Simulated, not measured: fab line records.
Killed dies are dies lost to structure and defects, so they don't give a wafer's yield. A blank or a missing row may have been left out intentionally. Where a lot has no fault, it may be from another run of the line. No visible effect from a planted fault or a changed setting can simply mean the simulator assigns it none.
Problem report in the 8D (eight disciplines) form, filled by code -- flow n5 finfet -- the parts of the form that need people (team, actions taken, sign-off) are left out

## 1. THE PROBLEM
Wafers without a fault read 237, standard deviation 71; raw defect count at N5_FIN_SAQP_INSPECT_40 reads a mean of 1934 on 6 wafers belonging to 2 lots. Measured from the usual mean, that is +24 standard deviations.
The step: inspects for defects (brightfield).
The first sign was on wafer L572.2 at day 4 08:53, on defect inspect-01. Wafers with a number at this step in the record: 24, from 8 lots. The rule behind "out" and "out of limits": a value lying over 4 standard deviations away from the usual mean. All remaining wafers that have a number are taken as sound.

## 2. WHAT IT IS, AND WHAT IT ISN'T
question,is,is not
which readings at this step,raw defect count,-
which lots,"L572, L573","L563, L565, L570, L574, L582, L585"
which wafers of those lots,all that have a number,-
read on which gauges,defect inspect-01,defect inspect-02
when,from day 4 08:53,"up to then (9 sound wafers); but 9 sound wafers of L574, L582, L585 came after"

## 3. THE SUSPECTS, EACH WITH WHAT RULES IT OUT
Counting: a tool stays on the suspect list if, at a process step up to the reading, it processed all lots that are out and no sound lot following the first of them.
- the gauge at N5_FIN_SAQP_INSPECT_40 has been ruled out. All the wafers that are out were read on defect inspect-01, but those of them that N5_FIN_SAQP_MANDREL_ETCH_22 has rows for are out there too, on other tools.
- rie si-01 at N5_FIN_SAQP_MANDREL_ETCH_22 (etches a-Si in HBr/Cl2, stops on SiNx, target depth 60 nm, bt time 10 s, time 30 s): kept. Every lot that is out went through it, starting with L572 (day 4 04:37), and after that it ran no sound lot; the last sound lot it ran before then is L570 (day 3 17:28). On those wafers its own readings are out: oes product au.
- vapor etch-02 at N5_FIN_SAQP_RECESS_75 (chemistry HF/NH3, target SiO2, target depth 14.4 nm, afs cycles 3, sublimation time 60 s): ruled out as a lasting fault. The sound lots L574, L585 went through it after L572, its earliest lot that is out (day 4 05:02).
Left after counting: rie si-01 at N5_FIN_SAQP_MANDREL_ETCH_22.

## 4. THE CAUSE (what the simulator had put in)
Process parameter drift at N5_FIN_SAQP_MANDREL_ETCH_22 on rie si-01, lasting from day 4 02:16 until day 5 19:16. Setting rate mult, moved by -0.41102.
This tool alone remained once counting was done.

## 5. THE EFFECT CHAIN, in route order
Each row: a reading where the mean over the struck wafers with a number is more than 3 standard deviations away from the usual. Readings are gone through only where the record gives a usual standard deviation; hours: the median, over the lots, of the time from a lot's start at the first step in this table giving one to that lot's start at this step; sigmas: the change measured in usual standard deviations.
hours,step,reading,usual,on struck wafers,change,sigmas
0,N5_FIN_SAQP_MANDREL_ETCH_22,oes product au,0.762 a.u.,0.701,-0.061,-5.6
2,N5_FIN_SAQP_SPACER1_ETCHBACK_25,oes product au,0.76 a.u.,0.28,-0.48,-5.3
4,N5_FIN_SAQP_INSPECT_40,raw defect count,237,1934,+1697,+24
242,N5_PASSIVATION_PROBE_49,defect limited yield,91.1 %,0.0,-91.1,-61
242,N5_PASSIVATION_PROBE_49,killed at front end,39,1103,+1064,+97
242,N5_PASSIVATION_PROBE_49,killed dies,105,1180,+1075,+60
242,N5_PASSIVATION_PROBE_49,killed on rim,14,152,+138,+36
242,N5_PASSIVATION_PROBE_49,sort_bin_5_function,5.1 %,95.8,+90.7,+99
242,N5_PASSIVATION_PROBE_49,sort n pass,1075,0,-1075,-60
242,N5_PASSIVATION_PROBE_49,sort yield pct,91.1 %,0.0,-91.1,-61
It contains these process steps:
- N5_FIN_SAQP_MANDREL_ETCH_22: etches a-Si in HBr/Cl2, stops on SiNx, target depth 60 nm, bt time 10 s, time 30 s.
- N5_FIN_SAQP_SPACER1_ETCHBACK_25: etches SiO2 in CHF3/O2, target depth 24.4 nm, time 12.2 s.
- N5_PASSIVATION_PROBE_49

## 6. HOW IT WOULD HAVE BEEN CAUGHT EARLIER
In this record the first reading out of limits at a measuring or inspecting step was taken at day 4 08:53, 7 hours after the fault began at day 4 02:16.
The tool's own readings at N5_FIN_SAQP_MANDREL_ETCH_22 were out on every struck wafer that the step has a row for (oes product au): an alarm limit on them would have fired on the first of those.
Among the 2 lots that are out, L573 began N5_FIN_SAQP_MANDREL_ETCH_22 on rie si-01 after day 4 08:53. A tool hold placed at that time would have kept it from harm.
